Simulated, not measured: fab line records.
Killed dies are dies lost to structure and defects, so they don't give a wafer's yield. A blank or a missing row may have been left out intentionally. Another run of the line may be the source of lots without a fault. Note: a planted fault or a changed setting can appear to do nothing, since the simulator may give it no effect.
Code-filled problem report in 8D (eight disciplines) form -- flow nand_harc -- the parts of the form that need people (team, actions taken, sign-off) are left out

== 1. THE ISSUE ==
At NHARC_A_ONON_D2_THK_MEAS_27, thk_nm averages 665 nm over 6 wafers from 2 lots, while fault-free wafers read 1000 nm, standard deviation 9.3. That is -36 standard deviations from the usual mean.
The step: measures by ellipsometry.
Earliest sighting: wafer L416.2 on film_metro-02 at day 18 06:08. At this step, 36 wafers from 12 lots have a number in the record. By rule, "out" or "out of limits" means more than 4 standard deviations away from the usual mean. The rest of the wafers with a number are treated as sound.

== 2. WHAT THIS IS AND IS NOT ==
question,is,is not
which readings at this step,thk_nm,-
which lots,"L416, L417","L405, L406, L408, L409, L410, L419, L422, L425, L426, L427"
which wafers of those lots,all that have a number,-
read on which gauges,"film_metro-01, film_metro-02",-
when,from day 18 06:08,"up to then (15 sound wafers); but 15 sound wafers of L419, L422, L425, L426, L427 came after"

== 3. THE SUSPECTS, EACH WITH WHAT RULES IT OUT ==
Counting: a tool at a process step up to the reading stays a suspect if it ran every lot that is out and no sound lot after the first of them.
- the gauge at NHARC_A_ONON_D2_THK_MEAS_27 is ruled out. Those wafers that are out were read across 2 gauges (film_metro-01, film_metro-02).
- pecvd_onon-02 at NHARC_A_ONON_D2_DEP_25 (target thk 1000 nm): kept. It ran every lot that is out, first L416 (day 18 05:40), and no sound lot after that; its last sound lot up to then is L410 (day 15 08:38).
Remaining after the count: pecvd_onon-02 at NHARC_A_ONON_D2_DEP_25.

== 4. THE CAUSE (what the simulator had put in) ==
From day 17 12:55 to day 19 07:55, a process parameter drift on pecvd_onon-02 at NHARC_A_ONON_D2_DEP_25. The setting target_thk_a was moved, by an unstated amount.
Only this tool survived the counting.

== 5. THE CHAIN OF EFFECTS, in route order ==
Each row: a reading where the mean over the struck wafers with a number is more than 3 standard deviations away from the usual. Only readings whose record carries a usual standard deviation are examined. hours: median over the lots of the time between each lot's start at the first step of this table that gives one and its start at this step. sigmas: the change, counted in usual standard deviations.
hours,step,reading,usual,on struck wafers,change,sigmas
0,NHARC_A_ONON_D2_THK_MEAS_27,thk_nm,1000 nm,665,-335,-36
273,NHARC_END_SORT_01,killed_at_array,55,669,+614,+31
273,NHARC_END_SORT_01,killed_dies,60,677,+617,+31

== 6. WHAT WOULD HAVE CAUGHT IT SOONER ==
17 hours passed between the start of the fault at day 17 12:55 and the first reading out of limits at a measuring or inspecting step in this record, taken at day 18 06:08.
No tool reading at NHARC_A_ONON_D2_DEP_25 that has a usual standard deviation in the record was out on any struck wafer, so an alarm limit of 4 standard deviations on those readings would not have fired.
L417, from the lots that are out (2), started NHARC_A_ONON_D2_DEP_25 on pecvd_onon-02 later than day 18 06:08. Putting the tool on hold at that point would have spared it.
